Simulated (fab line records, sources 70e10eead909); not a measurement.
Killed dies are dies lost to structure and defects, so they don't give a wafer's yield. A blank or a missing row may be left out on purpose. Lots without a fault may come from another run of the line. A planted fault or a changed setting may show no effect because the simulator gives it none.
Which tool did it? | flow nand_harc | 13 lots, 39 wafers sampled, at 6 steps of a route of 1159

WHAT THE GAUGES READ, wafer by wafer
NHARC_A_ONON_D1_THK_MEAS_05: measures by ellipsometry.
lot  | measured     | on            | thk_nm (nm)
L441 | day 8 02:00  | film_metro-02 | 988 991 990
L442 | day 8 06:06  | film_metro-02 | 998 999 998
L443 | day 8 11:19  | film_metro-02 | 1009 1009 1010
L445 | day 8 21:42  | film_metro-01 | 1004 1005 1005
L448 | day 9 06:49  | film_metro-01 | 981 980 980
L450 | day 9 17:53  | film_metro-02 | 995 994 995
L449 | day 9 18:07  | film_metro-01 | 1011 1012 1012
L452 | day 10 04:52 | film_metro-01 | 994 997 994
L456 | day 11 15:24 | film_metro-02 | 1011 1009 1012
L458 | day 11 19:10 | film_metro-01 | 996 995 996
L462 | day 12 16:40 | film_metro-02 | 1009 1010 1011
L461 | day 12 16:45 | film_metro-02 | 1002 1000 1000
L464 | day 13 08:09 | film_metro-01 | 989 988 988

NHARC_A_ONON_D1_THK_MEAS_24: measures by ellipsometry.
lot  | measured     | on            | thk_nm (nm)
L441 | day 8 12:36  | film_metro-01 | 990 990 990
L442 | day 8 16:04  | film_metro-01 | 988 989 988
L443 | day 8 21:20  | film_metro-02 | 1000 1004 1003
L445 | day 9 08:34  | film_metro-02 | 998 998 998
L448 | day 9 17:12  | film_metro-01 | 984 984 985
L450 | day 10 03:55 | film_metro-01 | 998 999 998
L449 | day 10 03:55 | film_metro-02 | 993 992 994
L452 | day 10 15:53 | film_metro-01 | 1009 1008 1009
L456 | day 12 03:04 | film_metro-02 | 1003 1003 1004
L458 | day 12 03:25 | film_metro-01 | 1008 1007 1007
L462 | day 13 03:01 | film_metro-01 | 994 997 996
L461 | day 13 03:14 | film_metro-01 | 1018 1017 1018
L464 | day 13 20:55 | film_metro-02 | 981 982 982

NHARC_A_ONON_D1_THK_MEAS_30: measures by ellipsometry.
lot  | measured     | on            | thk_nm (nm)
L441 | day 8 13:46  | film_metro-01 | 1000 1001 998
L442 | day 8 17:10  | film_metro-01 | 989 990 988
L443 | day 8 22:44  | film_metro-01 | 1007 1007 1007
L445 | day 9 09:50  | film_metro-02 | 1000 1002 1001
L448 | day 9 18:36  | film_metro-02 | 988 986 985
L450 | day 10 05:04 | film_metro-01 | 1002 998 999
L449 | day 10 05:02 | film_metro-02 | 995 996 996
L452 | day 10 17:04 | film_metro-02 | 995 992 993
L456 | day 12 04:16 | film_metro-02 | 1514 1516 1517 1515 1515 1514
L458 | day 12 04:37 | film_metro-02 | 1512 1512 1512 1514 1513 1511
L462 | day 13 04:10 | film_metro-01 | 975 976 975
L461 | day 13 04:23 | film_metro-01 | 977 977 977
L464 | day 13 22:03 | film_metro-02 | 996 994 994

NHARC_END_SORT_01.
lot  | measured     | on        | defect_limited_yield (%) | killed_at_array | killed_at_other | killed_at_periphery | killed_dies | killed_open | killed_short | sort_bin_2_pct (%) | sort_bin_3_pct (%) | sort_bin_4_pct (%) | sort_n_pass | sort_rim_yield_pct (%) | sort_yield_pct (%)
L441 | day 19 16:01 | prober-02 | 97.2 96.9 95.3           | 16 16 27        | 0 0 2           | 3 5 3               | 19 21 32    | 6 3 3       | 1 2 1        | 0.9 1.6 1.0        | 0 0.15 0.30        | 1.9 1.3 3.4        | 658 656 645 | 95 95 92               | 97.2 96.9 95.3
L442 | day 19 23:49 | prober-02 | 96.3 96.2 95.7           | 17 20 22        | 0 0 0           | 8 6 7               | 25 26 29    | 1 3 2       | 2 1 1        | 1.6 1.3 1.5        | 0.15 0.30 0        | 1.9 2.2 2.8        | 652 651 648 | 98 92 96               | 96.3 96.2 95.7
L443 | day 20 00:38 | prober-01 | 97.6 97.8 97.3           | 15 14 17        | 0 0 0           | 1 1 1               | 16 15 18    | 1 1 1       | 3 1 1        | 0.6 1.2 0.9        | 0.30 0.15 0.15     | 1.5 0.9 1.6        | 661 662 659 | 97 98 98               | 97.6 97.8 97.3
L445 | day 20 09:37 | prober-02 | 94.4 94.2 96.0           | 33 30 19        | 0 0 0           | 5 9 8               | 38 39 27    | 6 4 4       | 3 1 3        | 1.9 1.8 1.5        | 0.15 0.15 0.15     | 3.5 3.8 2.4        | 639 638 650 | 92 90 95               | 94.4 94.2 96.0
L448 | day 21 07:43 | prober-01 | 97.9 98.4 97.5           | 13 9 14         | 0 1 0           | 1 1 3               | 14 11 17    | 2 0 2       | 2 1 3        | 0.7 0.4 0.9        | 0.30 0.15 0.15     | 1.0 1.0 1.5        | 663 666 660 | 98 97 97               | 97.9 98.4 97.5
L450 | day 22 11:37 | prober-02 | 95.4 95.4 95.6           | 29 25 24        | 0 1 0           | 2 5 6               | 31 31 30    | 1 1 3       | 1 1 0        | 2.1 0.9 0.6        | 0.15 0.30 0.30     | 2.4 3.4 3.5        | 646 646 647 | 96 95 92               | 95.4 95.4 95.6
L449 | day 22 17:49 | prober-02 | 96.9 96.6 96.0           | 17 19 21        | 1 1 0           | 3 3 6               | 21 23 27    | 4 6 4       | 1 2 0        | 0.7 1.2 1.0        | 0.15 0.44 0.44     | 2.2 1.8 2.5        | 656 654 650 | 94 95 94               | 96.9 96.6 96.0
L452 | day 22 01:44 | prober-01 | 95.4 97.3 94.8           | 31 15 33        | 0 1 0           | 0 2 2               | 31 18 35    | 2 1 3       | 2 2 2        | 1.6 0.4 1.3        | 0.15 0 0.44        | 2.8 2.2 3.4        | 646 659 642 | 96 95 91               | 95.4 97.3 94.8
L462 | day 24 18:49 | prober-02 | 96.2 95.4 95.4           | 22 26 26        | 0 2 2           | 4 3 3               | 26 31 31    | 5 6 3       | 2 0 1        | 1.0 0.9 1.2        | 0.44 0.30 0.15     | 2.4 3.4 3.2        | 651 646 646 | 90 90 92               | 96.2 95.4 95.4
L461 | day 24 23:40 | prober-01 | 92.9 95.6 95.0           | 46 29 33        | 0 1 1           | 2 0 0               | 48 30 34    | 3 2 4       | 2 1 2        | 3.2 1.6 1.0        | 0.44 0.59 0.89     | 3.4 2.2 3.1        | 629 647 643 | 90 89 92               | 92.9 95.6 95.0
L464 | day 25 02:59 | prober-02 | 94.2 95.3 93.9           | 36 23 33        | 0 0 0           | 3 9 8               | 39 32 41    | 3 1 4       | 4 5 5        | 1.8 2.4 1.5        | 0.30 0.15 0.30     | 3.7 2.2 4.3        | 638 645 636 | 92 90 93               | 94.2 95.3 93.9

WHICH TOOL RAN EACH LOT (tool, then ch and the chambers of the sampled wafers, then the start)
lot  | NHARC_A_ONON_D1_DEP_28           | NHARC_A_CHANNEL_HOLE_D1_DEP_01
L441 | pecvd_onon-03 ch 0, day 8 13:16  | pecvd-03 ch 0,1,2, day 8 17:01
L442 | pecvd_onon-01 ch 0, day 8 16:41  | pecvd-04 ch 0,2, day 8 19:45
L443 | pecvd_onon-03 ch 0, day 8 22:17  | pecvd-02 ch 0,1, day 9 01:25
L445 | pecvd_onon-03 ch 0, day 9 09:23  | pecvd-02 ch 0,1, day 9 13:01
L448 | pecvd_onon-01 ch 0, day 9 18:09  | pecvd-03 ch 1,2, day 9 21:13
L450 | pecvd_onon-01 ch 0, day 10 04:40 | pecvd-03 ch 1,2, day 10 09:26
L449 | pecvd_onon-03 ch 0, day 10 04:32 | pecvd-03 ch 0,1,2, day 10 07:38
L452 | pecvd_onon-01 ch 0, day 10 16:40 | pecvd-02 ch 0,1,2, day 10 19:37
L456 | pecvd_onon-03 ch 0, day 12 03:52 | -
L458 | pecvd_onon-03 ch 0, day 12 04:06 | -
L462 | pecvd_onon-01 ch 0, day 13 03:43 | pecvd-04 ch 0,1,2, day 13 08:29
L461 | pecvd_onon-02 ch 0, day 13 03:59 | pecvd-04 ch 0,2, day 13 09:57
L464 | pecvd_onon-01 ch 0, day 13 21:32 | pecvd-02 ch 1,2, day 14 01:05
- NHARC_A_ONON_D1_DEP_28: target thk 1000 nm.
- NHARC_A_CHANNEL_HOLE_D1_DEP_01: deposits SiON, target thk 140 nm.

WHAT THE TOOLS THEMSELVES READ (means of the sampled wafers that have a number; where no wafer has one, the mark that the record gives instead)
NHARC_A_ONON_D1_DEP_28.
lot  | tool          | sih4_flow_sccm (sccm)
L441 | pecvd_onon-03 | 210.0
L442 | pecvd_onon-01 | 209.6
L443 | pecvd_onon-03 | 209.8
L445 | pecvd_onon-03 | 209.5
L448 | pecvd_onon-01 | 210.9
L450 | pecvd_onon-01 | 209.9
L449 | pecvd_onon-03 | 208.9
L452 | pecvd_onon-01 | 210.2
L456 | pecvd_onon-03 | 210.1
L458 | pecvd_onon-03 | 209.2
L462 | pecvd_onon-01 | 210.3
L461 | pecvd_onon-02 | 210.3
L464 | pecvd_onon-01 | 210.2

NHARC_A_CHANNEL_HOLE_D1_DEP_01.
lot  | tool     | heater_power_w (W)
L441 | pecvd-03 | 741
L442 | pecvd-04 | 592
L443 | pecvd-02 | 762
L445 | pecvd-02 | 755
L448 | pecvd-03 | 763
L450 | pecvd-03 | 688
L449 | pecvd-03 | 741
L452 | pecvd-02 | 791
L462 | pecvd-04 | 744
L461 | pecvd-04 | 639
L464 | pecvd-02 | 777

THE ANSWER, worked out from the rows above alone
Rule: what is usual is taken from the lots themselves. Put in order of their means at a reading, lots are off if they are a third of the lots or fewer, leave a main group of 4 or more, and stand apart from it by a gap of 3 or more times the standard deviation of the main group's means; of several such gaps the widest counts. A main group whose means are all the same, to the digits that the tables above print for the reading, isn't used. A lot without any number at a reading at which 4 lots or more have one is off too. The other lots that the step has rows for count as sound. The gauges are gone through in route order, then the tools' own readings, and for those a lot's mean is taken as printed above. The first step at which some lot is off is used, and at that step the reading that is off furthest; a lot without a number counts as furthest.
Off: L456, L458, at NHARC_A_ONON_D1_THK_MEAS_30 (thk_nm). The main group: mean 993 nm, standard deviation 9.5.
A tool fits if, at a process step before that reading, it ran every lot that is off, and no sound lot after the first of them. The gauges at NHARC_A_ONON_D1_THK_MEAS_30 are tried like those tools. One fits: pecvd_onon-03 at NHARC_A_ONON_D1_DEP_28. Its last sound lot is L449 (day 10 04:32), its first lot that is off L456 (day 12 03:52): a fault that began between those two fits.

WHAT THE SIMULATOR HAD PUT IN
Process parameter drift: pecvd_onon-03, from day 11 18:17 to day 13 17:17, at NHARC_A_ONON_D1_DEP_28. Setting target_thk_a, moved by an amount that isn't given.
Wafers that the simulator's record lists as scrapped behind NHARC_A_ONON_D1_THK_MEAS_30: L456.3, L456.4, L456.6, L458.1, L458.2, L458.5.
Lots struck among those shown: L456, L458. The rule above found the same.
